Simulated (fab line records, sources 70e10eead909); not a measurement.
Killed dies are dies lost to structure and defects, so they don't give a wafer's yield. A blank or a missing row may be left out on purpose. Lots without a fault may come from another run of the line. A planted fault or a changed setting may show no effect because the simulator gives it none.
fab line records | flow nand_harc | part 1 of 2: steps 1 to 4 of 6
record lots=23 wafers=69 last_day=33
route steps=1302 shown A_STAIRCASE@703
lots that met no fault: from a run of the same line without faults
start_h: hours from the record's first day to the start of the lot's first wafer shown | wait_h: hours since the lot's step before | " the same as in the row above | L1.1+2: a row that stands for several wafers | - no value, or no start given | * or withheld: withheld | < > ~ a bound
route shown NAME@n: a module of which the file shows steps, and the number in the route of the first | usual: mean/standard deviation of fault-free wafers | same: alike in all rows | chamber/n: place in a boat | sites: the reading at each site | _std_site: their standard deviation | _edge_site: outer sites' mean less inner sites' | radius_mm: how far each site lies from the wafer's centre | mask NAME#n: copy n | behind: the tool/chamber that last shaped the wafer | hold: why the lot was held/for how many hours/how that ended | device: the transistor (n, p or np) that didn't switch | end of line: the same wafers' tests at the end of the route | a step without rows: its recipe alone | killed: dies lost to structure and defects at the first sort, not the wafer's yield | map: a wafer's dies, x killed, . not, _ none there
set.NAME: the setting as run; set.NAME@STEP: as run at that earlier step | model.NAME: the simulator's own value behind a step, which no gauge read
steps of the route over a sample of lots; a table a step, a row a wafer
services: from which hour (start_h, from the record's first day; less than 0 if before it) a tool's chamber was out of use, for how many hours, and why
## steps
# step NHARC_A_STAIRCASE_TRIM_189
# recipe time_s=211.2 o2_flow_sccm=500 ar_flow_sccm=0 bias_w=0 chemistry=O2
# usual drypump_motor_current_A=5.6/0.63 oes_product_au=0.997/0.011 rf_vpp_V=57.8/0.95 showerhead_plenum_p_Torr=3.52/0.14 throttle_valve_pct=17.036/0.0097
# columns lot.wafer tool chamber start_h wait_h drypump_motor_current_A oes_product_au rf_hours_counter_h rf_vpp_V showerhead_plenum_p_Torr throttle_valve_pct
L074.2 rie_diel-06 0 - - 5.7 0.992 8 58.3 3.68 17.031
L074.5 " 2 " " 5.0 0.998 - 57.2 3.50 17.038
L074.6 " 3 " " 6.5 1.003 - 56.8 3.31 17.041
L075.1 rie_diel-01 3 - - 4.9 0.995 59 58.2 3.36 17.041
L075.3 " 1 " " 6.8 1.017 62 56.9 3.57 17.029
L075.5 " 2 " " 5.7 0.995 - 58.7 3.51 17.028
L076.2 rie_diel-05 2 - - 6.3 0.987 33 57.3 3.42 17.030
L076.4 " 1 " " 4.8 1.011 40 56.9 3.39 17.028
L076.5 " 2 " " 6.3 0.979 - 58.1 3.42 17.030
L077.3 rie_diel-01 1 - - 6.8 1.016 64 57.3 3.57 17.024
L077.2 " 3 " " 4.9 0.994 61 57.6 3.36 17.037
L077.6 " 0 " " 5.5 0.986 - 57.3 3.53 17.041
L078.3 rie_diel-06 2 - - 5.0 1.012 34 58.6 3.48 17.031
L078.2 " 3 " " 6.5 0.993 31 56.6 3.30 17.024
L078.1 " 0 " " 5.7 1.007 25 58.5 3.67 17.040
L079.2 rie_diel-06 3 - - 6.5 0.998 32 57.1 3.30 17.040
L079.4 " 0 " " 5.6 1.007 26 58.2 3.67 17.047
L079.6 " 1 " " 5.5 0.976 - 57.9 3.61 17.041
L080.4 rie_diel-06 2 - - 5.0 0.995 45 57.6 3.48 17.027
L080.1 " 1 " " 5.5 0.989 41 57.7 3.60 17.028
L080.6 " 3 " " 6.5 1.008 - 58.3 3.29 17.050
L082.3 rie_diel-06 3 - - 6.5 0.999 41 55.8 3.29 17.064
L082.2 " 2 " " 5.0 1.002 48 58.1 3.48 17.045
L082.5 " 0 " " 5.7 1.000 - 57.6 3.67 17.064
L081.1 rie_diel-05 2 - - 6.4 0.993 3 57.9 3.41 17.031
L081.4 " 0 " " 5.3 1.018 4 56.6 3.47 17.017
L081.6 " 2 " " 6.4 0.988 - 57.4 3.41 17.029
L083.2 rie_diel-05 2 - - 6.4 0.983 6 57.1 3.41 17.040
L083.1 " 3 " " 4.9 0.998 6 60.1 3.80 17.026
L083.3 " 1 " " 4.7 1.025 6 57.3 3.38 17.038
L085.1 rie_diel-01 3 - - 4.9 0.985 23 57.6 3.35 17.045
L085.2 " 0 " " 5.5 1.006 25 58.4 3.51 17.016
L085.6 " 3 " " 4.9 0.984 - 58.5 3.35 17.036
L084.4 rie_diel-06 0 - - 5.6 1.012 47 58.3 3.66 17.036
L084.3 " 1 " " 5.4 0.978 54 57.2 3.59 17.043
L084.5 " 1 " " 5.5 0.989 - 57.6 3.59 17.035
L086.2 rie_diel-01 0 - - 5.5 0.998 27 56.0 3.51 17.016
L086.3 " 2 " " 5.7 0.975 25 57.2 3.50 17.041
L086.5 " 3 " " 4.9 0.983 - 57.3 3.35 17.032
L087.3 rie_diel-06 1 - - 5.5 0.996 6 58.0 3.59 17.026
L087.6 " 2 " " 5.0 0.985 - 58.1 3.46 17.044
L087.5 " 3 " " 6.5 0.999 - 59.6 3.81 17.039
L089.2 rie_diel-01 0 - - 5.5 0.994 38 57.9 3.51 17.031
L089.3 " 2 " " 5.7 0.974 40 57.3 3.49 17.040
L089.5 " 0 " " 5.5 0.990 - 57.7 3.51 17.026
L091.4 rie_diel-06 3 - - 6.5 1.010 8 59.6 3.80 17.036
L091.2 " 0 " " 5.6 0.992 9 57.9 3.65 17.021
L091.5 " 1 " " 5.5 0.995 - 56.4 3.59 17.032
L090.2 rie_diel-01 1 - - 6.7 0.997 41 58.0 3.55 17.041
L090.3 " 3 " " 4.9 0.992 42 57.3 3.34 17.042
L090.6 " 1 " " 6.7 1.007 - 56.8 3.55 17.035
L092.2 rie_diel-06 2 - - 5.1 0.993 16 58.6 3.46 17.033
L092.6 " 2 " " 5.0 0.996 - 57.5 3.46 17.035
L092.5 " 3 " " 6.5 1.011 - 59.4 3.80 17.024
L093.1 rie_diel-01 1 - - 6.7 1.009 50 58.2 3.54 17.039
L093.2 " 2 " " 5.7 0.989 54 57.5 3.48 17.038
L093.4 " 0 " " 5.5 0.994 51 57.5 3.50 17.031
L094.4 rie_diel-05 2 - - 6.4 0.988 42 56.7 3.39 17.028
L094.2 " 3 " " 5.0 0.983 44 57.9 3.78 17.031
L094.5 " 3 " " 4.9 0.999 - 57.9 3.78 17.043
L095.2 rie_diel-06 0 - - 5.6 1.009 21 56.8 3.64 17.026
L095.3 " 1 " " 5.5 1.001 19 57.7 3.58 17.046
L095.6 " 3 " " 6.5 1.013 - 58.4 3.80 17.012
L096.2 rie_diel-06 3 - - 6.5 1.002 30 60.9 3.79 17.041
L096.3 " 2 " " 5.0 0.996 28 56.8 3.45 17.046
L096.5 " 2 " " 5.0 1.009 - 57.7 3.45 17.029
L097.3 rie_diel-06 2 - - 5.0 0.996 32 57.8 3.45 17.031
L097.6 " 3 " " 6.5 1.008 - 58.4 3.79 17.039
L097.5 " 0 " " 5.7 1.001 - 58.5 3.64 17.061
# step NHARC_A_STAIRCASE_ETCH_197
# recipe target_depth_a=1000 time_s=40.5 ion_energy_ev=400 c4f8_flow_sccm=20 o2_flow_sccm=10 ar_flow_sccm=withheld rf_w=600 bias_w=1000 chemistry=C4F8/O2
# usual oes_product_au=0.947/0.017 rf_vpp_V=895/4.9
# columns lot.wafer tool chamber start_h wait_h oes_product_au rf_hours_counter_h rf_vpp_V
L074.2 rie_diel-06 0 - - 0.942 8 901
L074.5 " 1 " " 0.907 - 898
L074.6 " 2 " " 0.941 - 894
L075.1 rie_diel-01 3 - - 0.927 59 889
L075.3 " 2 " " 0.929 59 895
L075.5 " 3 " " 0.925 - 890
L076.4 rie_diel-05 3 - - 0.944 33 886
L076.2 " 1 " " 0.943 40 891
L076.5 " 3 " " 0.959 - 886
L077.3 rie_diel-05 0 - - 0.971 42 895
L077.2 " 1 " " 0.959 41 891
L077.6 " 2 " " 0.944 - 892
L078.3 rie_diel-06 0 - - 0.957 25 901
L078.2 " 1 " " 0.919 29 899
L078.1 " 2 " " 0.934 34 894
L079.2 rie_diel-01 0 - - 0.984 4 896
L079.4 " 3 " " 0.968 4 888
L079.6 " 0 " " 0.975 - 896
L080.4 rie_diel-06 2 - - 0.947 45 894
L080.1 " 3 " " 0.943 38 889
L080.6 " 1 " " 0.922 - 899
L081.4 rie_diel-06 2 - - 0.972 48 895
L081.1 " 1 " " 0.940 45 898
L081.6 " 3 " " 0.983 - 887
L082.3 rie_diel-01 2 - - 0.933 13 894
L082.2 " 3 " " 0.949 12 889
L082.5 " 3 " " 0.955 - 891
L083.2 rie_diel-05 3 - - 0.922 7 906
L083.1 " 0 " " 0.935 7 892
L083.3 " 2 " " 0.930 7 891
L085.2 rie_diel-01 3 - - 0.941 23 890
L085.1 " 1 " " 0.952 20 897
L085.6 " 2 " " 0.948 - 894
L084.3 rie_diel-05 0 - - 0.959 12 893
L084.4 " 1 " " 0.971 10 890
L084.5 " 3 " " 0.965 - 905
L086.2 rie_diel-01 2 - - 0.934 25 895
L086.3 " 0 " " 0.940 28 897
L086.5 " 2 " " 0.937 - 895
L087.3 rie_diel-05 3 - - 0.962 24 903
L087.6 " 3 " " 0.967 - 903
L087.5 " 0 " " 0.970 - 893
L089.3 rie_diel-01 2 - - 0.935 40 894
L089.2 " 0 " " 0.940 39 894
L089.5 " 3 " " 0.944 - 888
L091.2 rie_diel-01 2 - - 0.906 45 894
L091.4 " 3 " " 0.924 42 888
L091.5 " 1 " " 0.930 - 897
L090.2 rie_diel-01 2 - - 0.945 46 895
L090.3 " 3 " " 0.943 42 888
L090.6 " 0 " " 0.933 - 897
L092.2 rie_diel-06 1 - - 0.966 16 898
L092.5 " 0 " " 0.943 - 900
L092.6 " 1 " " 0.965 - 897
L093.1 rie_diel-06 2 - - 0.919 17 893
L093.2 " 3 " " 0.926 19 905
L093.4 " 0 " " 0.929 18 900
L094.2 rie_diel-05 0 - - 0.941 42 894
L094.4 " 2 " " 0.922 43 891
L094.5 " 1 " " 0.950 - 890
L095.2 rie_diel-06 3 - - 0.950 21 906
L095.3 " 0 " " 0.946 21 900
L095.6 " 3 " " 0.950 - 906
L096.3 rie_diel-06 2 - - 0.950 29 892
L096.2 " 3 " " 0.948 31 905
L096.5 " 1 " " 0.948 - 897
L097.3 rie_diel-01 0 - - 0.974 12 894
L097.5 " 1 " " 0.990 - 897
L097.6 " 2 " " 0.961 - 895
# step NHARC_A_STAIRCASE_TRIM_200
# recipe time_s=211.2 o2_flow_sccm=500 ar_flow_sccm=0 bias_w=0 chemistry=O2
# usual drypump_motor_current_A=5.6/0.64 oes_product_au=0.999/0.01 rf_vpp_V=57.7/0.86 showerhead_plenum_p_Torr=3.51/0.13 throttle_valve_pct=17.036/0.0087
# columns lot.wafer tool chamber start_h wait_h drypump_motor_current_A oes_product_au rf_hours_counter_h rf_vpp_V showerhead_plenum_p_Torr throttle_valve_pct
L074.2 rie_diel-06 0 - - 5.7 0.995 8 59.1 3.68 17.044
L074.5 " 2 " " 5.0 1.006 - 57.3 3.50 17.055
L074.6 " 3 " " 6.5 0.998 - 57.8 3.31 17.024
L075.1 rie_diel-01 2 - - 5.7 0.982 60 57.1 3.51 17.030
L075.3 " 3 " " 4.9 1.002 59 56.8 3.36 17.033
L075.5 " 2 " " 5.7 0.996 - 57.9 3.51 17.027
L076.4 rie_diel-05 2 - - 6.3 0.988 34 57.3 3.42 17.034
L076.2 " 3 " " 5.0 0.988 33 56.7 3.28 17.035
L076.5 " 0 " " 5.3 1.012 - 59.5 3.48 17.040
L077.2 rie_diel-05 1 - - 4.8 1.002 41 57.7 3.39 17.046
L077.3 " 2 " " 6.3 0.982 35 57.7 3.42 17.050
L077.6 " 2 " " 6.3 0.984 - 58.4 3.42 17.026
L078.3 rie_diel-06 1 - - 5.5 0.981 29 57.6 3.61 17.046
L078.1 " 2 " " 5.0 1.000 35 59.1 3.48 17.050
L078.2 " 3 " " 6.5 1.007 31 58.0 3.30 17.033
L079.2 rie_diel-01 0 - - 5.5 0.994 4 57.9 3.53 17.033
L079.4 " 2 " " 5.7 0.982 5 57.9 3.51 17.019
L079.6 " 1 " " 6.7 1.003 - 57.5 3.57 17.047
L080.4 rie_diel-06 0 - - 5.6 1.003 35 58.4 3.67 17.028
L080.1 " 2 " " 5.0 1.007 45 55.0 3.48 17.046
L080.6 " 1 " " 5.5 0.983 - 58.6 3.60 17.062
L081.1 rie_diel-06 2 - - 5.0 1.004 48 57.7 3.48 17.032
L081.4 " 0 " " 5.7 1.001 38 58.4 3.67 17.029
L081.6 " 3 " " 6.5 1.005 - 56.5 3.29 17.027
L082.2 rie_diel-01 0 - - 5.5 1.008 15 58.3 3.52 17.045
L082.3 " 1 " " 6.7 1.013 16 59.6 3.56 17.037
L082.5 " 1 " " 6.8 1.014 - 58.1 3.56 17.039
L083.3 rie_diel-05 3 - - 4.9 0.993 7 59.5 3.80 17.011
L083.1 " 0 " " 5.3 0.999 7 56.1 3.47 17.040
L083.2 " 1 " " 4.8 1.012 7 57.6 3.38 17.038
L085.2 rie_diel-01 1 - - 6.8 0.999 21 57.7 3.56 17.049
L085.1 " 3 " " 4.9 0.985 23 56.4 3.35 17.027
L085.6 " 1 " " 6.7 1.003 - 58.0 3.56 17.039
L084.4 rie_diel-05 2 - - 6.3 0.988 10 57.5 3.41 17.040
L084.3 " 0 " " 5.3 1.003 12 57.2 3.46 17.041
L084.5 " 3 " " 4.9 0.985 - 56.7 3.80 17.041
L086.3 rie_diel-01 2 - - 5.7 0.989 25 57.9 3.50 17.037
L086.2 " 3 " " 4.9 0.994 26 58.1 3.35 17.031
L086.5 " 3 " " 4.9 0.993 - 57.0 3.34 17.038
L087.3 rie_diel-05 1 - - 4.8 1.011 23 57.3 3.37 17.048
L087.5 " 2 " " 6.3 0.990 - 57.1 3.40 17.032
L087.6 " 3 " " 4.9 0.984 - 57.0 3.79 17.049
L089.3 rie_diel-01 1 - - 6.8 1.002 36 56.7 3.55 17.043
L089.2 " 2 " " 5.7 0.991 40 57.9 3.49 17.035
L089.5 " 1 " " 6.7 1.008 - 57.5 3.55 17.036
L091.4 rie_diel-01 0 - - 5.5 1.004 42 57.8 3.50 17.046
L091.2 " 3 " " 4.9 0.980 42 58.3 3.34 17.026
L091.5 " 0 " " 5.5 0.988 - 58.2 3.50 17.040
L090.2 rie_diel-01 0 - - 5.5 0.998 43 57.1 3.50 17.017
L090.3 " 2 " " 5.7 0.981 46 56.6 3.49 17.031
L090.6 " 0 " " 5.5 0.981 - 58.5 3.50 17.037
L092.2 rie_diel-06 0 - - 5.7 1.002 17 57.5 3.65 17.030
L092.6 " 0 " " 5.7 1.004 - 57.5 3.65 17.031
L092.5 " 1 " " 5.5 0.999 - 57.5 3.58 17.044
L093.4 rie_diel-06 1 - - 5.5 1.006 16 55.1 3.58 17.043
L093.2 " 3 " " 6.5 1.018 19 59.4 3.80 17.036
L093.1 " 0 " " 5.7 1.010 18 57.2 3.65 17.033
L094.4 rie_diel-05 2 - - 6.4 0.992 43 57.2 3.39 17.048
L094.2 " 0 " " 5.3 1.010 43 57.4 3.45 17.037
L094.5 " 1 " " 4.8 1.025 - 56.6 3.36 17.023
L095.2 rie_diel-06 0 - - 5.6 1.003 21 59.2 3.64 17.047
L095.3 " 1 " " 5.5 1.004 20 57.9 3.58 17.033
L095.6 " 0 " " 5.6 0.994 - 59.3 3.64 17.049
L096.2 rie_diel-06 3 - - 6.5 1.016 31 58.5 3.79 17.032
L096.3 " 1 " " 5.5 0.996 28 58.5 3.58 17.051
L096.5 " 3 " " 6.5 1.006 - 58.5 3.79 17.030
L097.3 rie_diel-01 1 - - 6.7 1.017 10 59.2 3.53 17.042
L097.5 " 0 " " 5.5 1.010 - 56.9 3.49 17.026
L097.6 " 1 " " 6.7 1.012 - 58.4 3.53 17.045
# step NHARC_A_STAIRCASE_TRIM_220
# recipe time_s=211.2 o2_flow_sccm=500 ar_flow_sccm=0 bias_w=0 chemistry=O2
# usual drypump_motor_current_A=5.5/0.63 oes_product_au=0.999/0.0097 rf_vpp_V=57.8/0.8 showerhead_plenum_p_Torr=3.50/0.15 throttle_valve_pct=17.037/0.0087
# columns lot.wafer tool chamber start_h wait_h drypump_motor_current_A oes_product_au rf_hours_counter_h rf_vpp_V showerhead_plenum_p_Torr throttle_valve_pct
L074.2 rie_diel-01 3 348.54 0.1 4.9 0.995 53 59.2 3.36 17.045
L074.6 " 2 " " 5.7 0.991 - 58.2 3.52 17.040
L074.5 " 3 " " 4.9 0.995 - 59.2 3.36 17.048
L075.3 rie_diel-05 0 368.46 0.1 5.3 1.014 40 59.0 3.48 17.028
L075.1 " 3 " " 4.9 0.999 32 57.2 3.28 17.039
L075.5 " 2 " " 6.4 0.984 - 57.7 3.42 17.031
L076.4 rie_diel-01 0 374.72 0.1 5.5 0.994 65 58.0 3.53 17.042
L076.2 " 1 " " 6.8 1.009 63 58.0 3.57 17.050
L076.5 " 2 " " 5.7 1.002 - 57.9 3.51 17.045
L077.3 rie_diel-05 1 382.51 0.1 4.8 1.012 42 57.8 3.39 17.033
L077.2 " 2 " " 6.4 0.989 36 57.9 3.42 17.033
L077.6 " 3 " " 4.9 0.991 - 57.7 3.28 17.046
L078.2 rie_diel-05 0 401.75 0.1 5.3 1.007 50 56.4 3.47 17.044
L078.1 " 2 " " 6.3 0.985 43 56.5 3.41 17.040
L078.3 " 3 " " 4.9 0.986 41 57.0 3.28 17.030
L079.2 rie_diel-06 1 407.77 0.1 5.5 0.982 30 57.4 3.61 17.035
L079.4 " 2 " " 5.0 0.999 36 58.7 3.48 17.028
L079.6 " 2 " " 5.0 1.007 - 59.3 3.48 17.043
L080.4 rie_diel-06 3 422.98 0.1 6.5 0.993 39 58.1 3.29 17.032
L080.1 " 1 " " 5.5 0.994 42 56.7 3.60 17.040
L080.6 " 0 " " 5.6 1.015 - 58.3 3.67 17.044
L081.1 rie_diel-06 3 435.60 0.1 6.5 0.999 42 57.8 3.29 17.032
L081.4 " 0 " " 5.7 1.005 38 58.6 3.67 17.043
L081.6 " 0 " " 5.6 1.009 - 57.3 3.67 17.026
L082.3 rie_diel-05 2 436.25 0.1 6.3 0.994 3 58.2 3.41 17.028
L082.2 " 3 " " 4.9 0.992 3 57.7 3.81 17.028
L082.5 " 3 " " 4.9 0.994 - 57.7 3.81 17.034
L083.1 rie_diel-06 2 446.15 0.1 5.0 1.005 55 57.4 3.47 17.046
L083.3 " 3 " " 6.5 0.998 47 57.8 3.29 17.029
L083.2 " 0 " " 5.6 1.008 43 56.4 3.66 17.026
L085.1 rie_diel-05 3 461.00 0.1 4.9 1.001 12 57.6 3.80 17.022
L085.2 " 1 " " 4.8 1.017 11 57.7 3.38 17.023
L085.6 " 0 " " 5.3 0.995 - 58.7 3.46 17.032
L084.3 rie_diel-01 2 461.28 0.1 5.7 0.979 23 57.6 3.50 17.021
L084.4 " 3 " " 4.9 0.993 24 56.6 3.35 17.036
L084.5 " 1 " " 6.7 1.001 - 58.6 3.56 17.043
L086.3 rie_diel-01 2 471.15 0.1 5.7 0.989 27 57.7 3.50 17.034
L086.2 " 3 " " 4.9 0.983 27 58.5 3.35 17.041
L086.5 " 2 " " 5.7 0.989 - 58.1 3.50 17.037
L087.3 rie_diel-05 0 507.81 0.1 5.3 0.994 23 58.8 3.46 17.040
L087.6 " 2 " " 6.4 0.991 - 58.3 3.40 17.042
L087.5 " 3 " " 4.9 0.982 - 58.6 3.79 17.028
L089.2 rie_diel-05 1 510.87 0.1 4.8 1.013 24 57.0 3.37 17.038
L089.3 " 3 " " 4.9 0.991 25 58.7 3.79 17.037
L089.5 " 1 " " 4.8 1.005 - 56.4 3.37 17.046
L091.2 rie_diel-01 3 518.94 0.1 4.9 1.006 43 57.2 3.34 17.050
L091.4 " 2 " " 5.7 0.980 46 58.8 3.49 17.026
L091.5 " 3 " " 4.9 0.997 - 56.9 3.34 17.032
L090.2 rie_diel-05 2 519.98 0.1 6.3 0.991 30 58.8 3.40 17.033
L090.3 " 0 " " 5.3 0.995 27 58.2 3.46 17.040
L090.6 " 2 " " 6.3 0.978 - 56.9 3.40 17.025
L092.2 rie_diel-05 1 544.54 0.1 4.8 1.011 39 57.0 3.36 17.054
L092.6 " 2 " " 6.3 0.994 - 56.5 3.39 17.024
L092.5 " 3 " " 4.9 0.986 - 59.0 3.78 17.039
L093.1 rie_diel-05 3 547.53 0.1 4.9 1.009 43 58.3 3.78 17.029
L093.4 " 0 " " 5.3 1.009 40 57.2 3.45 17.031
L093.2 " 1 " " 4.8 1.025 40 57.9 3.36 17.033
L094.4 rie_diel-06 3 561.85 0.1 6.5 1.006 22 58.6 3.80 17.037
L094.2 " 0 " " 5.6 0.995 22 59.2 3.64 17.028
L094.5 " 3 " " 6.5 1.012 - 57.7 3.80 17.035
L095.3 rie_diel-05 3 562.44 0.1 4.9 0.986 46 56.5 3.78 17.034
L095.2 " 1 " " 4.8 1.003 43 59.1 3.36 17.039
L095.6 " 3 " " 4.9 0.984 - 58.3 3.78 17.037
L096.3 rie_diel-05 2 580.99 0.1 6.3 0.984 52 57.1 3.39 17.030
L096.2 " 3 " " 4.9 0.980 54 58.5 3.78 17.036
L096.5 " 1 " " 4.8 1.008 - 57.3 3.35 17.046
L097.3 rie_diel-01 0 592.68 0.1 5.5 0.998 13 58.3 3.49 17.040
L097.6 " 2 " " 5.7 1.003 - 57.1 3.48 17.036
L097.5 " 3 " " 4.9 0.995 - 57.0 3.33 17.031
